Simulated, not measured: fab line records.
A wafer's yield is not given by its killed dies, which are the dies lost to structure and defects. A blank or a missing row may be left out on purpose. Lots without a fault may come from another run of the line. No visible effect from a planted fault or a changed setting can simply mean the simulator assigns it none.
fab line records :: flow n5Finfet
record
  lots=10
  wafers=30
  lastDay=17
route steps=1938 shown BEOL_M12@1614
lots with no fault: from the same line, run without faults
startH: the number of hours between the record's first day and the start of the first shown wafer of the lot :: waitH: hours elapsed since this lot's preceding step :: " identical to the entry in the row above :: L1.1+2: one row covering several wafers at once :: - either no value or no given start :: * or withheld: withheld :: < > ~ a bound
route shown NAME@n: NAME is a module with steps in the file, n the number in the route of the first one :: usual: mean/standard deviation of fault-free wafers :: same: alike in all rows :: chamber/n: place in a boat :: sites: each site's reading :: _std_site: their standard deviation :: _edge_site: the outer-site mean with the inner-site mean subtracted :: radiusMm: for every site, how far away it sits from the centre of the wafer :: mask NAME#n: copy n :: behind: the last tool/chamber to shape the wafer :: hold: why the lot went on hold/how many hours it stayed there/how the hold came to an end :: device: the transistor (n, p or np) that didn't switch :: end of line: tests of these same wafers at the route's end :: a step with no rows: only its recipe :: killed: at the first sort, the dies lost to defects and structure; wafer yield is something else :: map: the dies of a wafer, with x for killed, . for not killed, _ for no die there
set.NAME: the setting as run; set.NAME@STEP: as run at that earlier step :: model.NAME: the simulator's own value behind a step, which no gauge read
route steps across a sampled set of lots; one table per step, one row per wafer
services: when a tool's chamber went out of use (startH, in hours from the record's first day, below 0 if earlier), for how many hours, and the reason
## steps
# step N5_BEOL_M12_INSPECT_12
# recipe
  mode=adi
  inspectInstrument=macro
# usual
  rawDefectCount=1.9/1.3
lot.wafer: L970.1
tool: defectInspect-01
chamber: -
startH: 233.83
waitH: 0.0
rawDefectCount: 1

lot.wafer: L970.2
tool: defectInspect-01
chamber: -
startH: 233.83
waitH: 0.0
rawDefectCount: 2

lot.wafer: L970.4
tool: defectInspect-01
chamber: -
startH: 233.83
waitH: 0.0
rawDefectCount: 2

lot.wafer: L971.1
tool: defectInspect-01
chamber: -
startH: 240.49
waitH: 0.0
rawDefectCount: 4

lot.wafer: L971.3
tool: defectInspect-01
chamber: -
startH: 240.49
waitH: 0.0
rawDefectCount: 3

lot.wafer: L971.4
tool: defectInspect-01
chamber: -
startH: 240.49
waitH: 0.0
rawDefectCount: 1

lot.wafer: L973.2
tool: defectInspect-01
chamber: -
startH: 263.68
waitH: 0.0
rawDefectCount: 2

lot.wafer: L973.5
tool: defectInspect-01
chamber: -
startH: 263.68
waitH: 0.0
rawDefectCount: 3

lot.wafer: L973.6
tool: defectInspect-01
chamber: -
startH: 263.68
waitH: 0.0
rawDefectCount: 2

lot.wafer: L974.1
tool: defectInspect-02
chamber: -
startH: 271.89
waitH: 0.0
rawDefectCount: 1

lot.wafer: L974.5
tool: defectInspect-02
chamber: -
startH: 271.89
waitH: 0.0
rawDefectCount: 2

lot.wafer: L974.6
tool: defectInspect-02
chamber: -
startH: 271.89
waitH: 0.0
rawDefectCount: 1

lot.wafer: L978.3
tool: defectInspect-02
chamber: -
startH: 277.85
waitH: 0.0
rawDefectCount: 0

lot.wafer: L978.4
tool: defectInspect-02
chamber: -
startH: 277.85
waitH: 0.0
rawDefectCount: 2

lot.wafer: L978.6
tool: defectInspect-02
chamber: -
startH: 277.85
waitH: 0.0
rawDefectCount: 1

lot.wafer: L987.2
tool: defectInspect-01
chamber: -
startH: 323.58
waitH: 0.0
rawDefectCount: 2

lot.wafer: L987.3
tool: defectInspect-01
chamber: -
startH: 323.58
waitH: 0.0
rawDefectCount: 5

lot.wafer: L987.5
tool: defectInspect-01
chamber: -
startH: 323.58
waitH: 0.0
rawDefectCount: 5

lot.wafer: L986.1
tool: defectInspect-02
chamber: -
startH: 326.37
waitH: 0.0
rawDefectCount: 6

lot.wafer: L986.4
tool: defectInspect-02
chamber: -
startH: 326.37
waitH: 0.0
rawDefectCount: 3

lot.wafer: L986.6
tool: defectInspect-02
chamber: -
startH: 326.37
waitH: 0.0
rawDefectCount: 2

lot.wafer: L989.3
tool: defectInspect-02
chamber: -
startH: 332.50
waitH: 0.0
rawDefectCount: 1

lot.wafer: L989.4
tool: defectInspect-02
chamber: -
startH: 332.50
waitH: 0.0
rawDefectCount: 0

lot.wafer: L989.5
tool: defectInspect-02
chamber: -
startH: 332.50
waitH: 0.0
rawDefectCount: 1

lot.wafer: L988.4
tool: defectInspect-02
chamber: -
startH: 354.75
waitH: 0.0
rawDefectCount: 0

lot.wafer: L988.5
tool: defectInspect-02
chamber: -
startH: 354.75
waitH: 0.0
rawDefectCount: 1

lot.wafer: L988.6
tool: defectInspect-02
chamber: -
startH: 354.75
waitH: 0.0
rawDefectCount: 1

lot.wafer: L992.1
tool: defectInspect-02
chamber: -
startH: 375.22
waitH: 0.0
rawDefectCount: 5

lot.wafer: L992.3
tool: defectInspect-02
chamber: -
startH: 375.22
waitH: 0.0
rawDefectCount: 2

lot.wafer: L992.5
tool: defectInspect-02
chamber: -
startH: 375.22
waitH: 0.0
rawDefectCount: 3
# step N5_BEOL_M12_EXPOSE_25
# recipe
  maskId=M12
  na=0.93
  sourceShape=conventional
  sigmaOuter=0.4
  polarization=unpolarized
  doseMj=21.8
lot.wafer: L970.1+2+4
tool: krfScanner-01
chamber: 0
startH: 234.51
waitH: -
mask: M12#0

lot.wafer: L971.1+3+4
tool: krfScanner-01
chamber: 0
startH: 241.35
waitH: -
mask: M12#0

lot.wafer: L973.2+5+6
tool: krfScanner-02
chamber: 0
startH: 264.56
waitH: -
mask: M12#0

lot.wafer: L974.1+5+6
tool: krfScanner-01
chamber: 0
startH: 272.71
waitH: -
mask: M12#0

lot.wafer: L978.3+4+6
tool: krfScanner-01
chamber: 0
startH: 278.88
waitH: -
mask: M12#0

lot.wafer: L987.2+3+5
tool: krfScanner-02
chamber: 0
startH: 324.39
waitH: -
mask: M12#0

lot.wafer: L986.1+4+6
tool: krfScanner-02
chamber: 0
startH: 327.05
waitH: -
mask: M12#0

lot.wafer: L989.3+4+5
tool: krfScanner-02
chamber: 0
startH: 334.17
waitH: -
mask: M12#0

lot.wafer: L988.4+5+6
tool: krfScanner-02
chamber: 0
startH: 355.45
waitH: -
mask: M12#0

lot.wafer: L992.1+3+5
tool: krfScanner-02
chamber: 0
startH: 376.04
waitH: -
mask: M12#0
# step N5_BEOL_M12_OVL_MEAS_29
# recipe
  pointsPerWafer=44
# usual
  M12_OVL=-2/4.7
lot.wafer: L970.1
tool: overlay-01
chamber: 0
startH: 234.72
waitH: 0.0
M12_OVL[nm]: -6

lot.wafer: L970.2
tool: overlay-01
chamber: 0
startH: 234.72
waitH: 0.0
M12_OVL[nm]: 1

lot.wafer: L970.4
tool: overlay-01
chamber: 0
startH: 234.72
waitH: 0.0
M12_OVL[nm]: 5

lot.wafer: L971.1
tool: overlay-01
chamber: 0
startH: 241.55
waitH: 0.0
M12_OVL[nm]: -2

lot.wafer: L971.3
tool: overlay-01
chamber: 0
startH: 241.55
waitH: 0.0
M12_OVL[nm]: -2

lot.wafer: L971.4
tool: overlay-01
chamber: 0
startH: 241.55
waitH: 0.0
M12_OVL[nm]: -7

lot.wafer: L973.2
tool: overlay-01
chamber: 0
startH: 264.76
waitH: 0.0
M12_OVL[nm]: -10

lot.wafer: L973.5
tool: overlay-01
chamber: 0
startH: 264.76
waitH: 0.0
M12_OVL[nm]: -1

lot.wafer: L973.6
tool: overlay-01
chamber: 0
startH: 264.76
waitH: 0.0
M12_OVL[nm]: -9

lot.wafer: L974.1
tool: overlay-02
chamber: 0
startH: 272.91
waitH: 0.0
M12_OVL[nm]: 45

lot.wafer: L974.5
tool: overlay-02
chamber: 0
startH: 272.91
waitH: 0.0
M12_OVL[nm]: 44

lot.wafer: L974.6
tool: overlay-02
chamber: 0
startH: 272.91
waitH: 0.0
M12_OVL[nm]: 47

lot.wafer: L978.3
tool: overlay-02
chamber: 0
startH: 279.07
waitH: 0.0
M12_OVL[nm]: 48

lot.wafer: L978.4
tool: overlay-02
chamber: 0
startH: 279.07
waitH: 0.0
M12_OVL[nm]: 46

lot.wafer: L978.6
tool: overlay-02
chamber: 0
startH: 279.07
waitH: 0.0
M12_OVL[nm]: 47

lot.wafer: L987.2
tool: overlay-02
chamber: 0
startH: 324.59
waitH: 0.0
M12_OVL[nm]: -1

lot.wafer: L987.3
tool: overlay-02
chamber: 0
startH: 324.59
waitH: 0.0
M12_OVL[nm]: -10

lot.wafer: L987.5
tool: overlay-02
chamber: 0
startH: 324.59
waitH: 0.0
M12_OVL[nm]: -7

lot.wafer: L986.1
tool: overlay-01
chamber: 0
startH: 327.26
waitH: 0.0
M12_OVL[nm]: -2

lot.wafer: L986.4
tool: overlay-01
chamber: 0
startH: 327.26
waitH: 0.0
M12_OVL[nm]: 7

lot.wafer: L986.6
tool: overlay-01
chamber: 0
startH: 327.26
waitH: 0.0
M12_OVL[nm]: 5

lot.wafer: L989.3
tool: overlay-02
chamber: 0
startH: 334.36
waitH: 0.0
M12_OVL[nm]: -5

lot.wafer: L989.4
tool: overlay-02
chamber: 0
startH: 334.36
waitH: 0.0
M12_OVL[nm]: -6

lot.wafer: L989.5
tool: overlay-02
chamber: 0
startH: 334.36
waitH: 0.0
M12_OVL[nm]: -8

lot.wafer: L988.4
tool: overlay-01
chamber: 0
startH: 355.64
waitH: 0.0
M12_OVL[nm]: -4

lot.wafer: L988.5
tool: overlay-01
chamber: 0
startH: 355.64
waitH: 0.0
M12_OVL[nm]: 0

lot.wafer: L988.6
tool: overlay-01
chamber: 0
startH: 355.64
waitH: 0.0
M12_OVL[nm]: -7

lot.wafer: L992.1
tool: overlay-02
chamber: 0
startH: 376.24
waitH: 0.0
M12_OVL[nm]: 6

lot.wafer: L992.3
tool: overlay-02
chamber: 0
startH: 376.24
waitH: 0.0
M12_OVL[nm]: -1

lot.wafer: L992.5
tool: overlay-02
chamber: 0
startH: 376.24
waitH: 0.0
M12_OVL[nm]: 5
# step N5_BEOL_M12_TRENCH_ETCH_34
# recipe
  chemistry=C4F8/O2/Ar
  target=SiOC
  targetDepthA=3189.5
  maskMaterial=SOC
  pressureMtorr=30
  sourceW=3000
  biasW=700
  Ar_flow_sccm=400
  C4F8_flow_sccm=15
  O2_flow_sccm=8
  heInnerTorr=15
  heOuterTorr=30
  timeS=125.5
  ionEnergyEv=250
# usual
  drypumpMotorCurrentA=5.8/0.5
  oesProductAu=0.77/0.083
  rfVppV=664/3.2
  showerheadPlenumPTorr=3.36/0.11
  throttleValvePct=24.27/0.22
lot.wafer: L970.1
tool: rieDiel-06
chamber: 2
startH: 235.22
waitH: 0.0
drypumpMotorCurrentA: 5.6
oesProductAu: 0.87
rfHoursCounterH: 41
rfVppV: 667
showerheadPlenumPTorr: 3.44
throttleValvePct: 23.84

lot.wafer: L970.2
tool: rieDiel-06
chamber: 1
startH: 235.22
waitH: 0.0
drypumpMotorCurrentA: 5.6
oesProductAu: 0.71
rfHoursCounterH: 202
rfVppV: 658
showerheadPlenumPTorr: 3.14
throttleValvePct: 24.42

lot.wafer: L970.4
tool: rieDiel-06
chamber: 0
startH: 235.22
waitH: 0.0
drypumpMotorCurrentA: 6.5
oesProductAu: 0.98
rfHoursCounterH: 5
rfVppV: 666
showerheadPlenumPTorr: 3.38
throttleValvePct: 24.08

lot.wafer: L971.1
tool: rieDiel-05
chamber: 0
startH: 241.97
waitH: 0.0
drypumpMotorCurrentA: 5.7
oesProductAu: 0.72
rfHoursCounterH: 206
rfVppV: 665
showerheadPlenumPTorr: 3.36
throttleValvePct: 24.46

lot.wafer: L971.3
tool: rieDiel-05
chamber: 2
startH: 241.97
waitH: 0.0
drypumpMotorCurrentA: 6.5
oesProductAu: 0.77
rfHoursCounterH: 151
rfVppV: 666
showerheadPlenumPTorr: 3.39
throttleValvePct: 24.01

lot.wafer: L971.4
tool: rieDiel-05
chamber: 1
startH: 241.97
waitH: 0.0
drypumpMotorCurrentA: 6.2
oesProductAu: 0.71
rfHoursCounterH: 223
rfVppV: 661
showerheadPlenumPTorr: 3.21
throttleValvePct: 24.36

lot.wafer: L973.2
tool: rieDiel-06
chamber: 1
startH: 265.18
waitH: 0.0
drypumpMotorCurrentA: 5.6
oesProductAu: 0.70
rfHoursCounterH: 213
rfVppV: 657
showerheadPlenumPTorr: 3.13
throttleValvePct: 24.43

lot.wafer: L973.5
tool: rieDiel-06
chamber: 2
startH: 265.18
waitH: 0.0
drypumpMotorCurrentA: 5.6
oesProductAu: 0.86
rfHoursCounterH: -
rfVppV: 668
showerheadPlenumPTorr: 3.44
throttleValvePct: 23.86

lot.wafer: L973.6
tool: rieDiel-06
chamber: 1
startH: 265.18
waitH: 0.0
drypumpMotorCurrentA: 5.6
oesProductAu: 0.71
rfHoursCounterH: -
rfVppV: 658
showerheadPlenumPTorr: 3.13
throttleValvePct: 24.44

lot.wafer: L974.1
tool: rieDiel-05
chamber: 0
startH: 273.34
waitH: 0.0
drypumpMotorCurrentA: 5.7
oesProductAu: 0.71
rfHoursCounterH: 218
rfVppV: 665
showerheadPlenumPTorr: 3.36
throttleValvePct: 24.49

lot.wafer: L974.5
tool: rieDiel-05
chamber: 2
startH: 273.34
waitH: 0.0
drypumpMotorCurrentA: 6.5
oesProductAu: 0.76
rfHoursCounterH: -
rfVppV: 665
showerheadPlenumPTorr: 3.38
throttleValvePct: 24.03

lot.wafer: L974.6
tool: rieDiel-05
chamber: 1
startH: 273.34
waitH: 0.0
drypumpMotorCurrentA: 6.2
oesProductAu: 0.70
rfHoursCounterH: -
rfVppV: 660
showerheadPlenumPTorr: 3.21
throttleValvePct: 24.38

lot.wafer: L978.3
tool: rieDiel-05
chamber: 1
startH: 279.49
waitH: 0.0
drypumpMotorCurrentA: 6.1
oesProductAu: 0.71
rfHoursCounterH: 230
rfVppV: 660
showerheadPlenumPTorr: 3.21
throttleValvePct: 24.35

lot.wafer: L978.4
tool: rieDiel-05
chamber: 2
startH: 279.49
waitH: 0.0
drypumpMotorCurrentA: 6.5
oesProductAu: 0.76
rfHoursCounterH: 167
rfVppV: 665
showerheadPlenumPTorr: 3.38
throttleValvePct: 24.03

lot.wafer: L978.6
tool: rieDiel-05
chamber: 3
startH: 279.49
waitH: 0.0
drypumpMotorCurrentA: 5.4
oesProductAu: 0.73
rfHoursCounterH: -
rfVppV: 665
showerheadPlenumPTorr: 3.39
throttleValvePct: 24.27

lot.wafer: L987.2
tool: rieDiel-06
chamber: 3
startH: 325.01
waitH: 0.0
drypumpMotorCurrentA: 5.1
oesProductAu: 0.83
rfHoursCounterH: 62
rfVppV: 664
showerheadPlenumPTorr: 3.33
throttleValvePct: 24.09

lot.wafer: L987.3
tool: rieDiel-06
chamber: 2
startH: 325.01
waitH: 0.0
drypumpMotorCurrentA: 5.6
oesProductAu: 0.84
rfHoursCounterH: 71
rfVppV: 666
showerheadPlenumPTorr: 3.42
throttleValvePct: 23.88

lot.wafer: L987.5
tool: rieDiel-06
chamber: 1
startH: 325.01
waitH: 0.0
drypumpMotorCurrentA: 5.6
oesProductAu: 0.69
rfHoursCounterH: -
rfVppV: 656
showerheadPlenumPTorr: 3.12
throttleValvePct: 24.46

lot.wafer: L986.1
tool: rieDiel-05
chamber: 2
startH: 327.68
waitH: 0.0
drypumpMotorCurrentA: 6.5
oesProductAu: 0.74
rfHoursCounterH: 187
rfVppV: 665
showerheadPlenumPTorr: 3.37
throttleValvePct: 24.05

lot.wafer: L986.4
tool: rieDiel-05
chamber: 0
startH: 327.68
waitH: 0.0
drypumpMotorCurrentA: 5.7
oesProductAu: 0.70
rfHoursCounterH: 237
rfVppV: 664
showerheadPlenumPTorr: 3.35
throttleValvePct: 24.51

lot.wafer: L986.6
tool: rieDiel-05
chamber: 2
startH: 327.68
waitH: 0.0
drypumpMotorCurrentA: 6.5
oesProductAu: 0.74
rfHoursCounterH: -
rfVppV: 665
showerheadPlenumPTorr: 3.37
throttleValvePct: 24.05

lot.wafer: L989.3
tool: rieDiel-06
chamber: 0
startH: 336.39
waitH: 0.0
drypumpMotorCurrentA: 6.4
oesProductAu: 0.89
rfHoursCounterH: 41
rfVppV: 663
showerheadPlenumPTorr: 3.36
throttleValvePct: 24.13

lot.wafer: L989.4
tool: rieDiel-06
chamber: 3
startH: 336.39
waitH: 0.0
drypumpMotorCurrentA: 5.1
oesProductAu: 0.83
rfHoursCounterH: 67
rfVppV: 663
showerheadPlenumPTorr: 3.33
throttleValvePct: 24.10

lot.wafer: L989.5
tool: rieDiel-06
chamber: 0
startH: 336.39
waitH: 0.0
drypumpMotorCurrentA: 6.4
oesProductAu: 0.89
rfHoursCounterH: -
rfVppV: 663
showerheadPlenumPTorr: 3.36
throttleValvePct: 24.12

lot.wafer: L988.4
tool: rieDiel-04
chamber: 3
startH: 356.06
waitH: 0.0
drypumpMotorCurrentA: 4.9
oesProductAu: 0.68
rfHoursCounterH: 215
rfVppV: 662
showerheadPlenumPTorr: 3.26
throttleValvePct: 24.55

lot.wafer: L988.5
tool: rieDiel-04
chamber: 0
startH: 356.06
waitH: 0.0
drypumpMotorCurrentA: 6.1
oesProductAu: 0.72
rfHoursCounterH: -
rfVppV: 669
showerheadPlenumPTorr: 3.53
throttleValvePct: 24.42

lot.wafer: L988.6
tool: rieDiel-04
chamber: 1
startH: 356.06
waitH: 0.0
drypumpMotorCurrentA: 5.8
oesProductAu: 0.80
rfHoursCounterH: -
rfVppV: 666
showerheadPlenumPTorr: 3.45
throttleValvePct: 24.60

lot.wafer: L992.1
tool: rieDiel-05
chamber: 0
startH: 376.66
waitH: 0.0
drypumpMotorCurrentA: 5.7
oesProductAu: 0.98
rfHoursCounterH: 4
rfVppV: 664
showerheadPlenumPTorr: 3.34
throttleValvePct: 24.20

lot.wafer: L992.3
tool: rieDiel-05
chamber: 2
startH: 376.66
waitH: 0.0
drypumpMotorCurrentA: 6.5
oesProductAu: 0.73
rfHoursCounterH: 212
rfVppV: 664
showerheadPlenumPTorr: 3.36
throttleValvePct: 24.09

lot.wafer: L992.5
tool: rieDiel-05
chamber: 3
startH: 376.66
waitH: 0.0
drypumpMotorCurrentA: 5.4
oesProductAu: 0.70
rfHoursCounterH: -
rfVppV: 665
showerheadPlenumPTorr: 3.37
throttleValvePct: 24.33
# step N5_BEOL_M12_ETCH_38
# recipe
  chemistry=CF4/N2
  target=SiCN
  targetDepthA=687
  taperDeg=2
  timeS=73.4
  ionEnergyEv=150
  maskMaterial=SiO2
  pressureMtorr=40
  sourceW=430
  biasW=70
  Ar_flow_sccm=100
  cf4FlowSccm=60
  n2FlowSccm=60
# usual
  drypumpMotorCurrentA=5.7/0.52
  oesProductAu=0.78/0.091
  rfVppV=381.8/2
  showerheadPlenumPTorr=2.18/0.073
  throttleValvePct=15.55/0.22
lot.wafer: L970.1
tool: rieDiel-06
chamber: 3
startH: 240.67
waitH: -
drypumpMotorCurrentA: 5.1
oesProductAu: 0.88
rfHoursCounterH: 32
rfVppV: 383.3
showerheadPlenumPTorr: 2.15
throttleValvePct: 15.23

lot.wafer: L970.2
tool: rieDiel-06
chamber: 1
startH: 240.67
waitH: -
drypumpMotorCurrentA: 5.6
oesProductAu: 0.72
rfHoursCounterH: 203
rfVppV: 378.5
showerheadPlenumPTorr: 2.02
throttleValvePct: 15.68

lot.wafer: L970.4
tool: rieDiel-06
chamber: 2
startH: 240.67
waitH: -
drypumpMotorCurrentA: 5.6
oesProductAu: 0.89
rfHoursCounterH: 43
rfVppV: 383.1
showerheadPlenumPTorr: 2.23
throttleValvePct: 15.17

lot.wafer: L971.1
tool: rieDiel-06
chamber: 1
startH: 243.85
waitH: -
drypumpMotorCurrentA: 5.6
oesProductAu: 0.73
rfHoursCounterH: 204
rfVppV: 377.5
showerheadPlenumPTorr: 2.02
throttleValvePct: 15.68

lot.wafer: L971.3
tool: rieDiel-06
chamber: 2
startH: 243.85
waitH: -
drypumpMotorCurrentA: 5.6
oesProductAu: 0.90
rfHoursCounterH: 44
rfVppV: 383.8
showerheadPlenumPTorr: 2.23
throttleValvePct: 15.18

lot.wafer: L971.4
tool: rieDiel-06
chamber: 0
startH: 243.85
waitH: -
drypumpMotorCurrentA: 6.4
oesProductAu: 0.96
rfHoursCounterH: 7
rfVppV: 381.8
showerheadPlenumPTorr: 2.17
throttleValvePct: 15.14

lot.wafer: L973.2
tool: rieDiel-04
chamber: 2
startH: 276.11
waitH: -
drypumpMotorCurrentA: 4.9
oesProductAu: 0.67
rfHoursCounterH: 239
rfVppV: 382.4
showerheadPlenumPTorr: 2.26
throttleValvePct: 15.64

lot.wafer: L973.5
tool: rieDiel-04
chamber: 0
startH: 276.11
waitH: -
drypumpMotorCurrentA: 6.0
oesProductAu: 0.73
rfHoursCounterH: -
rfVppV: 384.2
showerheadPlenumPTorr: 2.29
throttleValvePct: 15.66

lot.wafer: L973.6
tool: rieDiel-04
chamber: 3
startH: 276.11
waitH: -
drypumpMotorCurrentA: 4.9
oesProductAu: 0.70
rfHoursCounterH: -
rfVppV: 380.2
showerheadPlenumPTorr: 2.11
throttleValvePct: 15.75

lot.wafer: L974.1
tool: rieDiel-05
chamber: 0
startH: 278.09
waitH: -
drypumpMotorCurrentA: 5.8
oesProductAu: 0.71
rfHoursCounterH: 219
rfVppV: 381.2
showerheadPlenumPTorr: 2.17
throttleValvePct: 15.82

lot.wafer: L974.5
tool: rieDiel-05
chamber: 0
startH: 278.09
waitH: -
drypumpMotorCurrentA: 5.8
oesProductAu: 0.71
rfHoursCounterH: -
rfVppV: 381.7
showerheadPlenumPTorr: 2.17
throttleValvePct: 15.82

lot.wafer: L974.6
tool: rieDiel-05
chamber: 3
startH: 278.09
waitH: -
drypumpMotorCurrentA: 5.4
oesProductAu: 0.75
rfHoursCounterH: -
rfVppV: 381.0
showerheadPlenumPTorr: 2.18
throttleValvePct: 15.50

lot.wafer: L978.3
tool: rieDiel-06
chamber: 3
startH: 279.78
waitH: -
drypumpMotorCurrentA: 5.1
oesProductAu: 0.86
rfHoursCounterH: 47
rfVppV: 381.1
showerheadPlenumPTorr: 2.15
throttleValvePct: 15.27

lot.wafer: L978.4
tool: rieDiel-06
chamber: 1
startH: 279.78
waitH: -
drypumpMotorCurrentA: 5.7
oesProductAu: 0.71
rfHoursCounterH: 218
rfVppV: 377.1
showerheadPlenumPTorr: 2.01
throttleValvePct: 15.72

lot.wafer: L978.6
tool: rieDiel-06
chamber: 1
startH: 279.78
waitH: -
drypumpMotorCurrentA: 5.6
oesProductAu: 0.71
rfHoursCounterH: -
rfVppV: 376.8
showerheadPlenumPTorr: 2.01
throttleValvePct: 15.72

lot.wafer: L987.2
tool: rieDiel-04
chamber: 2
startH: 327.15
waitH: -
drypumpMotorCurrentA: 4.9
oesProductAu: 1.02
rfHoursCounterH: 0
rfVppV: 382.7
showerheadPlenumPTorr: 2.26
throttleValvePct: 15.13

lot.wafer: L987.3
tool: rieDiel-04
chamber: 3
startH: 327.15
waitH: -
drypumpMotorCurrentA: 4.9
oesProductAu: 0.69
rfHoursCounterH: 211
rfVppV: 380.9
showerheadPlenumPTorr: 2.10
throttleValvePct: 15.79

lot.wafer: L987.5
tool: rieDiel-04
chamber: 0
startH: 327.15
waitH: -
drypumpMotorCurrentA: 6.0
oesProductAu: 0.72
rfHoursCounterH: -
rfVppV: 385.4
showerheadPlenumPTorr: 2.29
throttleValvePct: 15.69

lot.wafer: L986.1
tool: rieDiel-04
chamber: 3
startH: 327.97
waitH: -
drypumpMotorCurrentA: 4.8
oesProductAu: 0.69
rfHoursCounterH: 211
rfVppV: 379.5
showerheadPlenumPTorr: 2.10
throttleValvePct: 15.80

lot.wafer: L986.4
tool: rieDiel-04
chamber: 1
startH: 327.97
waitH: -
drypumpMotorCurrentA: 5.8
oesProductAu: 0.81
rfHoursCounterH: 101
rfVppV: 382.0
showerheadPlenumPTorr: 2.23
throttleValvePct: 15.70

lot.wafer: L986.6
tool: rieDiel-04
chamber: 2
startH: 327.97
waitH: -
drypumpMotorCurrentA: 4.9
oesProductAu: 1.02
rfHoursCounterH: -
rfVppV: 385.1
showerheadPlenumPTorr: 2.26
throttleValvePct: 15.14

lot.wafer: L989.3
tool: rieDiel-06
chamber: 1
startH: 338.20
waitH: -
drypumpMotorCurrentA: 5.6
oesProductAu: 0.69
rfHoursCounterH: 241
rfVppV: 377.6
showerheadPlenumPTorr: 2.00
throttleValvePct: 15.76

lot.wafer: L989.4
tool: rieDiel-06
chamber: 0
startH: 338.20
waitH: -
drypumpMotorCurrentA: 6.4
oesProductAu: 0.88
rfHoursCounterH: 42
rfVppV: 382.0
showerheadPlenumPTorr: 2.16
throttleValvePct: 15.20

lot.wafer: L989.5
tool: rieDiel-06
chamber: 2
startH: 338.20
waitH: -
drypumpMotorCurrentA: 5.6
oesProductAu: 0.84
rfHoursCounterH: -
rfVppV: 382.3
showerheadPlenumPTorr: 2.22
throttleValvePct: 15.25

lot.wafer: L988.4
tool: rieDiel-05
chamber: 1
startH: 358.92
waitH: -
drypumpMotorCurrentA: 6.1
oesProductAu: 0.98
rfHoursCounterH: -
rfVppV: 386.7
showerheadPlenumPTorr: 2.34
throttleValvePct: 15.43

lot.wafer: L988.5
tool: rieDiel-05
chamber: 3
startH: 358.92
waitH: -
drypumpMotorCurrentA: 5.4
oesProductAu: 0.72
rfHoursCounterH: -
rfVppV: 381.2
showerheadPlenumPTorr: 2.17
throttleValvePct: 15.57

lot.wafer: L988.6
tool: rieDiel-05
chamber: 2
startH: 358.92
waitH: -
drypumpMotorCurrentA: 6.5
oesProductAu: 0.74
rfHoursCounterH: -
rfVppV: 382.2
showerheadPlenumPTorr: 2.18
throttleValvePct: 15.52

lot.wafer: L992.1
tool: rieDiel-05
chamber: 0
startH: 378.28
waitH: -
drypumpMotorCurrentA: 5.7
oesProductAu: 0.97
rfHoursCounterH: 4
rfVppV: 381.7
showerheadPlenumPTorr: 2.16
throttleValvePct: 15.36

lot.wafer: L992.3
tool: rieDiel-05
chamber: 3
startH: 378.28
waitH: -
drypumpMotorCurrentA: 5.4
oesProductAu: 0.71
rfHoursCounterH: 247
rfVppV: 381.1
showerheadPlenumPTorr: 2.16
throttleValvePct: 15.60

lot.wafer: L992.5
tool: rieDiel-05
chamber: 0
startH: 378.28
waitH: -
drypumpMotorCurrentA: 5.7
oesProductAu: 0.96
rfHoursCounterH: -
rfVppV: 382.7
showerheadPlenumPTorr: 2.16
throttleValvePct: 15.37
## services
tool: krfScanner-02
chamber: -
startH: 212.74
hours: 1.0
kind: pm

tool: rieDiel-05
chamber: -
startH: 219.24
hours: 0.6
kind: repair

tool: rieDiel-06
chamber: -
startH: 226.50
hours: 4.3
kind: pm

tool: krfScanner-01
chamber: -
startH: 238.61
hours: 1.3
kind: repair

tool: rieDiel-06
chamber: 2
startH: 244.62
hours: 10.0
kind: repair

tool: rieDiel-05
chamber: 1
startH: 249.20
hours: 16.5
kind: repair

tool: krfScanner-02
chamber: -
startH: 252.01
hours: 4.4
kind: pm

tool: rieDiel-04
chamber: 3
startH: 277.18
hours: 5.2
kind: repair

tool: krfScanner-01
chamber: -
startH: 292.33
hours: 0.8
kind: pm

tool: krfScanner-01
chamber: -
startH: 294.42
hours: 0.8
kind: pm

tool: krfScanner-01
chamber: -
startH: 296.04
hours: 2.2
kind: repair

tool: krfScanner-02
chamber: -
startH: 300.13
hours: 0.8
kind: pm

tool: rieDiel-05
chamber: 1
startH: 327.80
hours: -
kind: clean

tool: rieDiel-05
chamber: 1
startH: 327.80
hours: -
kind: consumableReplace:focusRing

tool: rieDiel-05
chamber: 1
startH: 327.80
hours: -
kind: consumableReplace:showerhead

tool: rieDiel-05
chamber: 1
startH: 327.80
hours: 14.5
kind: scheduledDown

tool: rieDiel-05
chamber: 1
startH: 327.80
hours: 14.5
kind: ventCycle

tool: krfScanner-01
chamber: -
startH: 328.22
hours: 0.2
kind: repair

tool: rieDiel-04
chamber: -
startH: 328.49
hours: 15.6
kind: pm

tool: krfScanner-01
chamber: -
startH: 341.14
hours: 1.0
kind: pm

tool: rieDiel-05
chamber: 0
startH: 347.40
hours: -
kind: clean

tool: krfScanner-02
chamber: -
startH: 363.75
hours: 1.3
kind: pm

tool: krfScanner-02
chamber: -
startH: 368.70
hours: 1.3
kind: repair

tool: rieDiel-04
chamber: 3
startH: 371.95
hours: 7.3
kind: repair
## key
firstSign
  step=N5_BEOL_M12_OVL_MEAS_29
  reading=M12_OVL
  direction=up
  sigmas=10
  usual=-2
  struck=46
effect none on later readings
metAt N5_BEOL_M12_EXPOSE_25
struckLots L974,L978
notActingAt N5_BEOL_M12_INSPECT_12,N5_BEOL_M12_TRENCH_ETCH_34,N5_BEOL_M12_ETCH_38
onsetBetween 241.35 272.71
fault
  kind=scannerMatchingOverlay
  tool=krfScanner-01
  chamber=-
  onsetH=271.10
  steps=N5_BEOL_M12_EXPOSE_25
  offset=52.597
